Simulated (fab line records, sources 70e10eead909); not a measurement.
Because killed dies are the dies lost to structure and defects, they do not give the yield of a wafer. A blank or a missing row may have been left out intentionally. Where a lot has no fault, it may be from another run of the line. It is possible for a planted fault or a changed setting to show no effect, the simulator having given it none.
fab line records	flow nandHarc
record lots=13	wafers=39	lastDay=33
route steps=1302 shown A_ZERO_WELL@411 A_SOURCE_PLATE@420 A_ONON_D1@425 END@1302
lots untouched by any fault: they come from a run of this same line in which no faults occurred
startH: hours from the record's opening day to when the first of the lot's shown wafers began	waitH: hours elapsed since this lot's preceding step	" same as the row above	L1.1+2: one row covering several wafers at once	- no value present, or no start provided	* or withheld: withheld	< > ~ a bound
route shown NAME@n: NAME is a module with steps in the file, n the number in the route of the first one	usual: mean and standard deviation over wafers with no fault	same: alike in all rows	chamber/n: place in a boat	sites: each site's reading	_std_site: their standard deviation	_edge_site: mean of outer sites minus mean of inner sites	radiusMm: for every site, how far away it sits from the centre of the wafer	mask NAME#n: copy n	behind: the last tool/chamber to shape the wafer	hold: reason for holding the lot/hours on hold/outcome of the hold	device: the n, p or np transistor that did not switch	end of line: the route-end tests of the same wafers	for a step that has no rows: nothing shown but its recipe	killed: the dies lost at the first sort to structure and to defects; this is not the yield of the wafer	map: per-die view of a wafer (x killed, . not killed, _ where there is no die)
set.NAME: setting as actually run; set.NAME@STEP: the setting as run at that earlier step	model.NAME: the simulator's own value behind a step, which no gauge read
a sample of lots followed through the steps of the route, with each step as a table and each wafer as a row
services: the hour from which a tool's chamber was out of use, counted from the record's first day as startH (under 0 if before that day), plus the number of hours and why
## steps
# step NHARC_A_ZERO_WELL_RTA_16
# recipe tempC=1000	timeS=10
# usual lampPowerPct=31/3.6	lamp_zone_4_pct=31/3.6	lamp_zone_6_pct=31/3.6	wafer_temp_C_max=1005.1/2.1
lot.wafer	tool	chamber	startH	waitH	lampPowerPct	lamp_zone_4_pct	lamp_zone_6_pct	wafer_temp_C_max
L834.1	rtpAnneal-01	0	139.50	-	33	33	33	1003.3
L834.4	"	0	"	"	33	33	33	1004.4
L834.5	"	0	"	"	33	33	33	1003.9
L836.2	rtpAnneal-02	0	160.00	-	26	26	26	1008.8
L836.3	"	0	"	"	26	26	26	1007.9
L836.4	"	0	"	"	26	26	26	1008.1
L837.2	rtpAnneal-01	0	165.21	-	33	33	33	1003.8
L837.5	"	0	"	"	33	33	33	1003.8
L837.6	"	0	"	"	33	33	33	1004.6
L839.3	rtpAnneal-01	0	186.95	-	33	34	33	1004.4
L839.5	"	0	"	"	33	33	33	1003.5
L839.6	"	0	"	"	33	33	33	1003.4
L840.4	rtpAnneal-02	0	203.15	-	26	26	26	1006.4
L840.5	"	0	"	"	26	26	26	1007.2
L840.6	"	0	"	"	26	26	26	1007.6
L842.3	rtpAnneal-01	0	218.23	-	33	33	33	1003.7
L842.4	"	0	"	"	33	33	33	1003.8
L842.5	"	0	"	"	33	33	33	1004.1
L844.2	rtpAnneal-01	0	240.57	-	33	33	33	1002.6
L844.3	"	0	"	"	33	33	33	1002.4
L844.6	"	0	"	"	33	33	33	1003.6
L845.2	rtpAnneal-01	0	250.72	-	33	33	33	1003.8
L845.3	"	0	"	"	33	33	33	1004.0
L845.4	"	0	"	"	33	33	33	1004.2
L846.1	rtpAnneal-02	0	254.06	-	26	26	26	1008.2
L846.4	"	0	"	"	26	26	26	1007.8
L846.6	"	0	"	"	26	26	26	1010.7
L849.3	rtpAnneal-01	0	294.11	-	33	33	33	1003.8
L849.4	"	0	"	"	33	33	33	1002.8
L849.5	"	0	"	"	33	33	33	1002.7
L855.2	rtpAnneal-01	0	353.44	-	33	33	33	1005.0
L855.5	"	0	"	"	33	33	33	1003.9
L855.6	"	0	"	"	33	33	33	1003.0
L856.1	rtpAnneal-01	0	357.61	-	33	33	33	1003.5
L856.5	"	0	"	"	33	33	33	1003.9
L856.6	"	0	"	"	33	33	33	1003.0
L857.1	rtpAnneal-01	0	364.82	-	33	33	33	1004.6
L857.4	"	0	"	"	33	33	33	1002.8
L857.5	"	0	"	"	33	33	33	1002.7
# step NHARC_A_SOURCE_PLATE_THK_MEAS_06
# recipe thkMeasGauge=ellipsometry
# usual thkNm=200.2/2
lot.wafer	tool	chamber	startH	waitH	thkNm
L834.1	filmMetro-02	-	160.98	0.4	201.1
L834.4	"	-	"	"	200.0
L834.5	"	-	"	"	199.4
L836.2	filmMetro-01	-	179.95	0.4	199.1
L836.3	"	-	"	"	200.4
L836.4	"	-	"	"	202.2
L837.2	filmMetro-02	-	188.20	0.4	197.3
L837.5	"	-	"	"	197.4
L837.6	"	-	"	"	197.5
L839.3	filmMetro-01	-	206.91	0.4	198.5
L839.5	"	-	"	"	199.8
L839.6	"	-	"	"	202.4
L840.4	filmMetro-01	-	223.06	0.4	200.6
L840.5	"	-	"	"	200.7
L840.6	"	-	"	"	200.0
L842.3	filmMetro-02	-	238.26	0.4	200.8
L842.4	"	-	"	"	199.0
L842.5	"	-	"	"	199.3
L844.2	filmMetro-01	-	262.71	0.4	197.6
L844.3	"	-	"	"	197.0
L844.6	"	-	"	"	195.9
L845.2	filmMetro-01	-	270.58	0.4	202.9
L845.3	"	-	"	"	202.8
L845.4	"	-	"	"	199.3
L846.1	filmMetro-02	-	277.29	0.4	199.5
L846.4	"	-	"	"	199.1
L846.6	"	-	"	"	197.5
L849.3	filmMetro-02	-	313.77	0.4	198.6
L849.4	"	-	"	"	199.4
L849.5	"	-	"	"	200.4
L855.2	filmMetro-01	-	375.64	0.4	198.8
L855.5	"	-	"	"	199.9
L855.6	"	-	"	"	197.1
L856.1	filmMetro-01	-	375.64	0.4	201.5
L856.5	"	-	"	"	203.0
L856.6	"	-	"	"	202.3
L857.1	filmMetro-01	-	385.17	0.4	196.0
L857.4	"	-	"	"	196.7
L857.5	"	-	"	"	199.8
# step NHARC_A_ONON_D1_THK_MEAS_02
# recipe thkMeasGauge=ellipsometry
# usual thkNm=1000/7.7
lot.wafer	tool	chamber	startH	waitH	thkNm
L834.1	filmMetro-01	-	161.62	-	1001
L834.4	"	-	"	"	1000
L834.5	"	-	"	"	999
L836.2	filmMetro-02	-	180.63	-	992
L836.3	"	-	"	"	991
L836.4	"	-	"	"	993
L837.2	filmMetro-01	-	188.85	-	999
L837.5	"	-	"	"	997
L837.6	"	-	"	"	999
L839.3	filmMetro-02	-	207.55	-	992
L839.5	"	-	"	"	994
L839.6	"	-	"	"	993
L840.4	filmMetro-02	-	223.74	-	990
L840.5	"	-	"	"	991
L840.6	"	-	"	"	990
L842.3	filmMetro-01	-	238.94	-	988
L842.4	"	-	"	"	988
L842.5	"	-	"	"	987
L844.2	filmMetro-01	-	263.39	-	1010
L844.3	"	-	"	"	1011
L844.6	"	-	"	"	1009
L845.2	filmMetro-02	-	271.27	-	999
L845.3	"	-	"	"	1000
L845.4	"	-	"	"	999
L846.1	filmMetro-01	-	277.93	-	994
L846.4	"	-	"	"	996
L846.6	"	-	"	"	997
L849.3	filmMetro-02	-	314.41	-	1008
L849.4	"	-	"	"	1010
L849.5	"	-	"	"	1007
L855.2	filmMetro-01	-	376.28	-	1021
L855.5	"	-	"	"	1019
L855.6	"	-	"	"	1020
L856.1	filmMetro-01	-	376.28	-	1007
L856.5	"	-	"	"	1005
L856.6	"	-	"	"	1006
L857.1	filmMetro-01	-	385.83	-	1002
L857.4	"	-	"	"	1002
L857.5	"	-	"	"	1000
# step NHARC_A_ONON_D1_DEP_06
# recipe targetThkA=10000	n2FlowSccm=2750	n2oFlowSccm=2000	nh3FlowSccm=500	sih4FlowSccm=210	tempC=400
# usual n2oFlowSccm=1999/5.3
lot.wafer	tool	chamber	startH	waitH	n2oFlowSccm
L834.1	pecvdOnon-03	0	162.25	0.1	2003
L834.4	"	0	"	"	2003
L834.5	"	0	"	"	1997
L836.2	pecvdOnon-03	0	181.31	0.1	2002
L836.3	"	0	"	"	2004
L836.4	"	0	"	"	2000
L837.2	pecvdOnon-04	0	189.53	0.1	2004
L837.5	"	0	"	"	1996
L837.6	"	0	"	"	1999
L839.3	pecvdOnon-02	0	208.28	0.2	1997
L839.5	"	0	"	"	1995
L839.6	"	0	"	"	1989
L840.4	pecvdOnon-02	0	224.54	0.2	1998
L840.5	"	0	"	"	2002
L840.6	"	0	"	"	1996
L842.3	pecvdOnon-04	0	239.82	0.2	1999
L842.4	"	0	"	"	1997
L842.5	"	0	"	"	2002
L844.2	pecvdOnon-04	0	264.07	0.1	2000
L844.3	"	0	"	"	1998
L844.6	"	0	"	"	1995
L845.2	pecvdOnon-04	0	271.95	0.1	1984
L845.3	"	0	"	"	1999
L845.4	"	0	"	"	1987
L846.1	pecvdOnon-04	0	278.55	0.1	2006
L846.4	"	0	"	"	2008
L846.6	"	0	"	"	1999
L849.3	pecvdOnon-02	0	315.14	0.2	1999
L849.4	"	0	"	"	2008
L849.5	"	0	"	"	1994
L856.1	pecvdOnon-03	0	376.91	0.1	1996
L856.5	"	0	"	"	2002
L856.6	"	0	"	"	2001
L855.2	pecvdOnon-04	0	376.95	0.1	2008
L855.5	"	0	"	"	2003
L855.6	"	0	"	"	2004
L857.1	pecvdOnon-04	0	386.45	0.1	2001
L857.4	"	0	"	"	2004
L857.5	"	0	"	"	1998
# step NHARC_A_ONON_D1_THK_MEAS_08
# recipe thkMeasGauge=ellipsometry
# usual thkNm=1001/11
lot.wafer	tool	chamber	startH	waitH	thkNm
L834.1	filmMetro-02	-	162.76	-	994
L834.4	"	-	"	"	993
L834.5	"	-	"	"	994
L836.2	filmMetro-02	-	181.77	-	1012
L836.3	"	-	"	"	1016
L836.4	"	-	"	"	1013
L837.2	filmMetro-01	-	189.98	-	998
L837.5	"	-	"	"	998
L837.6	"	-	"	"	998
L839.3	filmMetro-01	-	208.67	-	1004
L839.5	"	-	"	"	1004
L839.6	"	-	"	"	1003
L840.4	filmMetro-02	-	224.87	-	966
L840.5	"	-	"	"	970
L840.6	"	-	"	"	968
L842.3	filmMetro-01	-	240.22	-	1003
L842.4	"	-	"	"	1004
L842.5	"	-	"	"	1004
L844.2	filmMetro-01	-	264.52	-	593
L844.3	"	-	"	"	1014
L844.6	"	-	"	"	1016
L845.2	filmMetro-01	-	272.41	-	596
L845.3	"	-	"	"	1014
L845.4	"	-	"	"	1014
L846.1	filmMetro-01	-	279.06	-	577
L846.4	"	-	"	"	998
L846.6	"	-	"	"	996
L849.3	filmMetro-01	-	315.54	-	980
L849.4	"	-	"	"	980
L849.5	"	-	"	"	980
L855.2	filmMetro-01	-	377.41	-	1002
L855.5	"	-	"	"	1001
L855.6	"	-	"	"	1000
L856.1	filmMetro-01	-	377.44	-	1010
L856.5	"	-	"	"	1010
L856.6	"	-	"	"	1011
L857.1	filmMetro-01	-	386.96	-	998
L857.4	"	-	"	"	1001
L857.5	"	-	"	"	997
# step NHARC_END_SORT_01
# recipe tempC=25
# usual killedAtArray=62/15	killedAtOther=0.8/1	killedAtPeriphery=3.7/2.6	killedDies=66/15	killedOpen=3.1/1.8	killedShort=2.6/1.7
# same grossDies=677
lot.wafer	tool	chamber	startH	waitH	killedAtArray	killedAtOther	killedAtPeriphery	killedDies	killedOpen	killedShort
L834.1	prober-01	0	565.63	2.5	55	0	4	59	2	5
L834.4	prober-01	0	568.07	3.4	70	2	8	80	2	2
L834.5	prober-01	0	568.89	3.8	58	1	5	64	3	3
L836.2	prober-02	0	575.23	2.8	84	2	6	92	1	1
L836.3	prober-02	0	576.03	3.1	67	3	3	73	2	1
L836.4	prober-02	0	576.83	3.4	76	1	3	80	4	4
L837.2	prober-02	0	601.12	2.8	48	0	2	50	6	2
L837.5	prober-02	0	603.52	3.7	48	0	4	52	0	1
L837.6	prober-02	0	604.32	4.0	40	0	1	41	0	1
L839.3	prober-01	0	618.69	3.1	79	0	2	81	4	4
L839.5	prober-01	0	620.27	3.7	83	2	4	89	8	1
L839.6	prober-01	0	621.07	4.0	82	1	3	86	1	1
L842.3	prober-01	0	647.60	3.1	48	1	8	57	2	2
L842.4	prober-01	0	648.40	3.4	69	0	9	78	7	3
L842.5	prober-01	0	649.19	3.7	65	0	7	72	7	3
L840.4	prober-02	0	649.87	3.4	79	0	5	84	5	3
L840.5	prober-02	0	650.66	3.7	87	1	0	88	6	2
L840.6	prober-02	0	651.45	4.0	72	1	2	75	3	0
L844.2	prober-02	0	660.38	2.8	674	0	3	677	3	2
L844.3	prober-02	0	661.18	3.1	49	1	6	56	2	2
L844.6	prober-02	0	663.59	4.0	51	0	7	58	2	5
L846.1	prober-01	0	674.57	2.5	674	2	1	677	5	3
L846.4	prober-01	0	676.95	3.4	41	1	2	44	2	2
L846.6	prober-01	0	678.54	4.0	50	1	1	52	1	5
L845.2	prober-01	0	683.11	2.8	675	0	2	677	1	3
L845.3	prober-01	0	683.92	3.1	55	0	4	59	0	3
L845.4	prober-01	0	684.72	3.4	64	0	1	65	1	2
L849.3	prober-01	0	715.44	3.1	36	3	1	40	0	1
L849.4	prober-01	0	716.24	3.4	59	4	1	64	0	3
L849.5	prober-01	0	717.03	3.7	43	3	3	49	4	3
L856.1	prober-01	0	775.21	2.5	40	4	7	51	2	5
L856.5	prober-01	0	778.42	3.7	58	0	5	63	2	8
L856.6	prober-01	0	779.22	4.0	44	1	5	50	2	1
L855.2	prober-02	0	783.81	2.8	62	0	2	64	2	1
L855.5	prober-02	0	786.22	3.7	71	1	1	73	6	2
L855.6	prober-02	0	787.02	4.0	79	3	4	86	3	2
L857.1	prober-01	0	792.76	2.5	59	2	1	62	1	2
L857.4	prober-01	0	795.17	3.4	55	3	0	58	2	2
L857.5	prober-01	0	795.97	3.7	42	1	6	49	4	2
# killed by level:class
L834.1 A_CHANNEL_HOLE_D2:chamberFilmFlake=22 A_CHANNEL_HOLE_D1:chamberFilmFlake=16 P_CONTACT:chamberFilmFlake=3 A_CHANNEL_FILL_D1:chamberFilmFlake=3 A_ONON_D1:geometricParticle:short=2 A_WL_FILL:geometricParticle:short=2 A_ZERO_WELL:chamberFilmFlake=2 A_STAIRCASE:chamberFilmFlake=2
L834.4 A_CHANNEL_HOLE_D1:chamberFilmFlake=37 A_CHANNEL_HOLE_D2:chamberFilmFlake=24 P_GATE:chamberFilmFlake=3 P_CONTACT:chamberFilmFlake=3 A_CHANNEL_FILL_D1:chamberFilmFlake=2 A_WL_FILL:chamberFilmFlake=2 A_CONTACT:chamberFilmFlake=2 P_GATE:geometricParticle:short=1
L834.5 A_CHANNEL_HOLE_D1:chamberFilmFlake=28 A_CHANNEL_HOLE_D2:chamberFilmFlake=17 A_WL_FILL:chamberFilmFlake=3 A_CONTACT:chamberFilmFlake=3 A_STAIRCASE:chamberFilmFlake=2 P_GATE:geometricParticle:short=1 P_M0:geometricParticle:open=1 P_M1:geometricParticle:open=1
L836.2 A_CHANNEL_HOLE_D1:chamberFilmFlake=37 A_SLIT:chamberFilmFlake=30 A_CHANNEL_HOLE_D2:chamberFilmFlake=6 A_CONTACT:chamberFilmFlake=4 P_CONTACT:chamberFilmFlake=3 P_M1:chamberFilmFlake=3 A_STAIRCASE:chamberFilmFlake=2 A_WL_FILL:chamberFilmFlake=2
L836.3 A_SLIT:chamberFilmFlake=30 A_CHANNEL_HOLE_D1:chamberFilmFlake=29 A_CHANNEL_HOLE_D2:chamberFilmFlake=3 THIN_TSV:chamberFilmFlake=3 A_DECK1_JOINT:chamberFilmFlake=2 P_STI:geometricParticle:short=1 A_CHANNEL_FILL_D2:geometricParticle:open=1 A_M1:geometricParticle:open=1
L836.4 A_CHANNEL_HOLE_D1:chamberFilmFlake=37 A_SLIT:chamberFilmFlake=22 A_CHANNEL_HOLE_D2:chamberFilmFlake=5 A_WL_FILL:chamberFilmFlake=3 A_DECK1_JOINT:chamberFilmFlake=2 P_M0:geometricParticle:short=1 P_M1:geometricParticle:open=1 A_ONON_D1:geometricParticle:short=1
L837.2 A_CHANNEL_HOLE_D2:chamberFilmFlake=29 A_CONTACT:chamberFilmFlake=4 A_CHANNEL_HOLE_D1:chamberFilmFlake=3 A_STAIRCASE:chamberFilmFlake=3 A_WL_FILL:geometricParticle:open=2 P_GATE:geometricParticle:open=1 A_CHANNEL_HOLE_D1:geometricParticle:open=1 A_CHANNEL_FILL_D1:geometricParticle:open=1
L837.5 A_CHANNEL_HOLE_D2:chamberFilmFlake=31 A_STAIRCASE:chamberFilmFlake=4 A_CHANNEL_HOLE_D1:chamberFilmFlake=3 A_DECK1_JOINT:chamberFilmFlake=3 A_SLIT:chamberFilmFlake=3 A_CONTACT:chamberFilmFlake=3 P_ZERO_WELL:chamberFilmFlake=2 A_WL_FILL:geometricParticle:short=1
L837.6 A_CHANNEL_HOLE_D2:chamberFilmFlake=29 A_STAIRCASE:chamberFilmFlake=4 A_CHANNEL_HOLE_D1:chamberFilmFlake=3 A_CHANNEL_FILL_D1:chamberFilmFlake=2 A_WL_FILL:geometricParticle:short=1 P_ZERO_WELL:chamberFilmFlake=1 A_CONTACT:chamberFilmFlake=1
L839.3 A_SLIT:chamberFilmFlake=31 A_CHANNEL_HOLE_D2:chamberFilmFlake=28 A_CHANNEL_HOLE_D1:chamberFilmFlake=3 A_CONTACT:chamberFilmFlake=3 A_CHANNEL_FILL_D1:geometricParticle:short=2 A_CONTACT:geometricParticle:open=2 P_M2:chamberFilmFlake=2 A_SGD_CUT:chamberFilmFlake=2
L839.5 A_CHANNEL_HOLE_D2:chamberFilmFlake=25 A_SLIT:chamberFilmFlake=25 A_CONTACT:chamberFilmFlake=10 A_CHANNEL_HOLE_D1:chamberFilmFlake=7 A_WL_FILL:chamberFilmFlake=4 P_M2:chamberFilmFlake=3 A_CHANNEL_FILL_D1:geometricParticle:open=2 A_CHANNEL_FILL_D2:geometricParticle:open=2
L839.6 A_CHANNEL_HOLE_D2:chamberFilmFlake=34 A_SLIT:chamberFilmFlake=28 A_CONTACT:chamberFilmFlake=6 A_SGD_CUT:chamberFilmFlake=4 A_CHANNEL_HOLE_D1:chamberFilmFlake=3 A_CHANNEL_FILL_D2:chamberFilmFlake=2 A_CHANNEL_HOLE_D1:geometricParticle:short=1 A_CHANNEL_FILL_D2:geometricParticle:open=1
L842.3 A_CHANNEL_HOLE_D1:chamberFilmFlake=24 A_CHANNEL_HOLE_D2:chamberFilmFlake=12 A_CONTACT:chamberFilmFlake=7 P_GATE:chamberFilmFlake=3 A_DECK1_JOINT:chamberFilmFlake=2 P_CONTACT:geometricParticle:open=1 P_M1:geometricParticle:short=1 A_ZERO_WELL:chamberFilmFlake=1
L842.4 A_CHANNEL_HOLE_D1:chamberFilmFlake=36 A_CHANNEL_HOLE_D2:chamberFilmFlake=13 P_GATE:chamberFilmFlake=7 A_CONTACT:chamberFilmFlake=6 A_DECK1_JOINT:chamberFilmFlake=2 A_SLIT:chamberFilmFlake=2 P_CONTACT:geometricParticle:open=1 A_SOURCE_PLATE:geometricParticle:open=1
L842.5 A_CHANNEL_HOLE_D1:chamberFilmFlake=32 A_CHANNEL_HOLE_D2:chamberFilmFlake=13 A_CONTACT:chamberFilmFlake=5 P_GATE:chamberFilmFlake=4 A_ZERO_WELL:chamberFilmFlake=2 A_DECK1_JOINT:chamberFilmFlake=2 P_CONTACT:geometricParticle:open=1 P_M0:geometricParticle:open=1
L840.4 A_CHANNEL_HOLE_D2:chamberFilmFlake=33 A_SLIT:chamberFilmFlake=30 P_STI:chamberFilmFlake=3 A_CHANNEL_HOLE_D1:chamberFilmFlake=3 A_DECK1_JOINT:chamberFilmFlake=3 A_ONON_D1:geometricParticle:open=2 A_ONON_D2:geometricParticle:short=2 A_M0:chamberFilmFlake=2
L840.5 A_SLIT:chamberFilmFlake=36 A_CHANNEL_HOLE_D2:chamberFilmFlake=32 A_CHANNEL_HOLE_D1:chamberFilmFlake=5 A_STAIRCASE:chamberFilmFlake=3 A_M0:geometricParticle:open=2 A_CHANNEL_FILL_D2:chamberFilmFlake=2 A_DECK1_JOINT:geometricParticle:short=1 A_DECK1_JOINT:geometricParticle:open=1
L840.6 A_SLIT:chamberFilmFlake=32 A_CHANNEL_HOLE_D2:chamberFilmFlake=27 A_CHANNEL_HOLE_D1:chamberFilmFlake=4 A_CONTACT:chamberFilmFlake=3 A_CONTACT:geometricParticle:open=2 A_STAIRCASE:chamberFilmFlake=2 P_GATE:geometricParticle:open=1 P_GATE:chamberFilmFlake=1
L844.2 A_ONON_D1:areaDep=607 A_SLIT:chamberFilmFlake=39 A_CHANNEL_HOLE_D2:chamberFilmFlake=16 A_CHANNEL_HOLE_D1:chamberFilmFlake=5 A_CONTACT:chamberFilmFlake=3 P_M2:geometricParticle:short=1 A_ONON_D2:geometricParticle:open=1 A_SGD_CUT:geometricParticle:short=1
L844.3 A_SLIT:chamberFilmFlake=28 A_CHANNEL_HOLE_D2:chamberFilmFlake=9 A_CONTACT:chamberFilmFlake=6 P_M2:chamberFilmFlake=3 P_STI:chamberFilmFlake=2 P_CONTACT:geometricParticle:open=1 A_ONON_D1:geometricParticle:open=1 A_BLC:geometricParticle:short=1
L844.6 A_SLIT:chamberFilmFlake=24 A_CHANNEL_HOLE_D2:chamberFilmFlake=11 A_CHANNEL_HOLE_D1:chamberFilmFlake=6 P_M2:chamberFilmFlake=3 A_CONTACT:chamberFilmFlake=3 P_STI:chamberFilmFlake=2 A_STAIRCASE:chamberFilmFlake=2 P_GATE:geometricParticle:short=1
L846.1 A_ONON_D1:areaDep=627 A_CHANNEL_HOLE_D1:chamberFilmFlake=24 A_CONTACT:chamberFilmFlake=7 A_ZERO_WELL:chamberFilmFlake=2 A_SGD_CUT:chamberFilmFlake=2 A_WL_FILL:chamberFilmFlake=2 P_CONTACT:geometricParticle:open=1 A_SOURCE_PLATE:geometricParticle:short=1
L846.4 A_CHANNEL_HOLE_D1:chamberFilmFlake=31 A_CONTACT:chamberFilmFlake=3 P_M0:geometricParticle:open=1 A_ONON_D1:geometricParticle:short=1 A_WL_FILL:geometricParticle:short=1 A_CONTACT:geometricParticle:open=1 P_GATE:chamberFilmFlake=1 A_DECK1_JOINT:chamberFilmFlake=1
L846.6 A_CHANNEL_HOLE_D1:chamberFilmFlake=30 A_CONTACT:chamberFilmFlake=5 A_SLIT:chamberFilmFlake=3 A_M1:chamberFilmFlake=2 P_M1:geometricParticle:short=1 A_CHANNEL_FILL_D1:geometricParticle:short=1 A_CHANNEL_FILL_D2:geometricParticle:short=1 A_SGD_CUT:geometricParticle:short=1
L845.2 A_ONON_D1:areaDep=614 A_CHANNEL_HOLE_D1:chamberFilmFlake=34 A_CHANNEL_HOLE_D2:chamberFilmFlake=10 A_CONTACT:chamberFilmFlake=4 A_M1:chamberFilmFlake=4 A_CHANNEL_FILL_D2:geometricParticle:short=2 A_SLIT:chamberFilmFlake=2 A_WL_FILL:chamberFilmFlake=2
L845.3 A_CHANNEL_HOLE_D1:chamberFilmFlake=23 A_CHANNEL_HOLE_D2:chamberFilmFlake=12 A_CONTACT:chamberFilmFlake=8 A_M1:chamberFilmFlake=5 P_ZERO_WELL:chamberFilmFlake=2 A_CHANNEL_FILL_D1:chamberFilmFlake=2 A_WL_FILL:chamberFilmFlake=2 P_M0:geometricParticle:short=1
L845.4 A_CHANNEL_HOLE_D1:chamberFilmFlake=30 A_CHANNEL_HOLE_D2:chamberFilmFlake=17 A_CONTACT:chamberFilmFlake=6 A_M1:chamberFilmFlake=3 A_SLIT:chamberFilmFlake=2 A_WL_FILL:chamberFilmFlake=2 A_CHANNEL_FILL_D1:geometricParticle:short=1 A_ONON_D2:geometricParticle:short=1
L849.3 A_CHANNEL_HOLE_D1:chamberFilmFlake=23 A_STAIRCASE:chamberFilmFlake=3 A_SLIT:chamberFilmFlake=3 A_CONTACT:chamberFilmFlake=3 THIN_TSV:chamberFilmFlake=3 A_WL_FILL:geometricParticle:short=1 P_GATE:chamberFilmFlake=1 A_ZERO_WELL:chamberFilmFlake=1
L849.4 A_CHANNEL_HOLE_D1:chamberFilmFlake=37 A_CHANNEL_FILL_D2:chamberFilmFlake=5 A_BLC:chamberFilmFlake=4 THIN_TSV:chamberFilmFlake=4 A_STAIRCASE:chamberFilmFlake=3 A_CONTACT:chamberFilmFlake=3 A_WL_FILL:geometricParticle:short=2 A_SLIT:chamberFilmFlake=2
L849.5 A_CHANNEL_HOLE_D1:chamberFilmFlake=23 A_STAIRCASE:chamberFilmFlake=7 A_SLIT:chamberFilmFlake=3 THIN_TSV:chamberFilmFlake=3 A_DECK1_JOINT:chamberFilmFlake=2 P_ZERO_WELL:geometricParticle:open=1 A_ONON_D1:geometricParticle:open=1 A_CHANNEL_FILL_D1:geometricParticle:short=1
L856.1 A_SLIT:chamberFilmFlake=31 P_GATE:chamberFilmFlake=4 P_STI:chamberFilmFlake=3 STARTING-WAFER:geometricParticle:short=2 A_STAIRCASE:chamberFilmFlake=2 THIN_TSV:chamberFilmFlake=2 A_CHANNEL_HOLE_D1:geometricParticle:short=1 A_CHANNEL_FILL_D1:geometricParticle:open=1
L856.5 A_SLIT:chamberFilmFlake=37 P_STI:chamberFilmFlake=3 A_CHANNEL_HOLE_D1:chamberFilmFlake=3 A_CONTACT:chamberFilmFlake=3 A_DECK1_JOINT:geometricParticle:short=2 A_ZERO_WELL:chamberFilmFlake=2 A_STAIRCASE:chamberFilmFlake=2 P_CONTACT:geometricParticle:open=1
L856.6 A_SLIT:chamberFilmFlake=35 P_GATE:chamberFilmFlake=5 A_CHANNEL_HOLE_D1:unspecified=2 A_STAIRCASE:chamberFilmFlake=2 A_SGD_CUT:geometricParticle:open=1 A_WL_FILL:geometricParticle:short=1 A_CONTACT:geometricParticle:open=1 A_DECK1_JOINT:chamberFilmFlake=1
L855.2 A_CHANNEL_HOLE_D2:chamberFilmFlake=25 A_CHANNEL_HOLE_D1:chamberFilmFlake=10 A_STAIRCASE:chamberFilmFlake=9 A_SLIT:chamberFilmFlake=8 A_CONTACT:chamberFilmFlake=5 P_GATE:geometricParticle:open=1 A_ONON_D1:geometricParticle:open=1 A_BLC:geometricParticle:short=1
L855.5 A_CHANNEL_HOLE_D2:chamberFilmFlake=29 A_CHANNEL_HOLE_D1:chamberFilmFlake=21 A_SLIT:chamberFilmFlake=6 A_STAIRCASE:chamberFilmFlake=3 A_BLC:geometricParticle:open=2 A_CONTACT:chamberFilmFlake=2 A_WL_FILL:chamberFilmFlake=2 A_ONON_D1:geometricParticle:open=1
L855.6 A_CHANNEL_HOLE_D2:chamberFilmFlake=37 A_CHANNEL_HOLE_D1:chamberFilmFlake=18 A_SLIT:chamberFilmFlake=7 A_STAIRCASE:chamberFilmFlake=6 A_WL_FILL:chamberFilmFlake=3 A_CONTACT:chamberFilmFlake=3 HYBRID_BOND:chamberFilmFlake=2 P_STI:geometricParticle:open=1
L857.1 A_SLIT:chamberFilmFlake=36 A_CONTACT:chamberFilmFlake=8 A_DECK1_JOINT:chamberFilmFlake=4 A_ZERO_WELL:chamberFilmFlake=2 A_CHANNEL_HOLE_D2:chamberFilmFlake=2 A_STAIRCASE:chamberFilmFlake=2 A_WL_FILL:chamberFilmFlake=2 THIN_TSV:chamberFilmFlake=2
L857.4 A_SLIT:chamberFilmFlake=30 A_CONTACT:chamberFilmFlake=11 A_CHANNEL_HOLE_D2:chamberFilmFlake=3 THIN_TSV:chamberFilmFlake=3 A_CHANNEL_FILL_D2:geometricParticle:short=2 A_STAIRCASE:chamberFilmFlake=2 A_CONTACT:geometricParticle:open=1 A_M0:geometricParticle:open=1
L857.5 A_SLIT:chamberFilmFlake=27 A_CONTACT:chamberFilmFlake=6 P_CONTACT:geometricParticle:open=2 A_CHANNEL_HOLE_D2:chamberFilmFlake=2 A_CHANNEL_FILL_D2:chamberFilmFlake=2 P_CONTACT:geometricParticle:short=1 A_CHANNEL_FILL_D1:geometricParticle:short=1 A_SGD_CUT:geometricParticle:open=1
## services
tool	chamber	startH	hours	kind
pecvdOnon-04	-	130.32	13.0	pm
pecvdOnon-02	-	185.00	13.0	pm
pecvdOnon-03	-	227.35	13.0	pm
pecvdOnon-04	-	311.32	13.0	pm
pecvdOnon-02	-	366.00	13.0	pm
rtpAnneal-01	-	372.00	12.0	pm
## key
firstSign step=NHARC_A_ONON_D1_THK_MEAS_08	reading=thkNm	direction=down	sigmas=38	usual=1001	struck=588
effect step=NHARC_END_SORT_01	reading=killedAtArray	direction=up	sigmas=40	usual=62	struck=674
moreKillsBornAt NHARC_A_ONON_D1_DEP_06@pecvdOnon-04=1848
metAt NHARC_A_ONON_D1_DEP_06
struckLots L844,L845,L846
struckWafers L844.2,L845.2,L846.1
laterRowsLeftOut L844.2,L845.2,L846.1
testerLeftOut L844,L845,L846
notActingAt NHARC_A_ZERO_WELL_RTA_16,NHARC_A_SOURCE_PLATE_THK_MEAS_06,NHARC_A_ONON_D1_THK_MEAS_02
onsetBetween 239.82 264.07
fault kind=processParameterDrift	tool=pecvdOnon-04	chamber=-	onsetH=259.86	steps=NHARC_A_ONON_D1_DEP_06	channel=targetThkA	offset=*	shape=step	endH=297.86	scope=struckWafersOnly	actsIn=*	stated=*
# testerLeftOut: of these lots the tester's yield and bins aren't shown, on N5 and GAA mostly nor the transistor test; their killed dies are dies lost to structure and defects alone, not to doping, threshold or leakage, so they don't give the yield
# laterRowsLeftOut: the simulator's readings of these wafers behind a module that went badly wrong aren't trusted and aren't shown, but for the sort
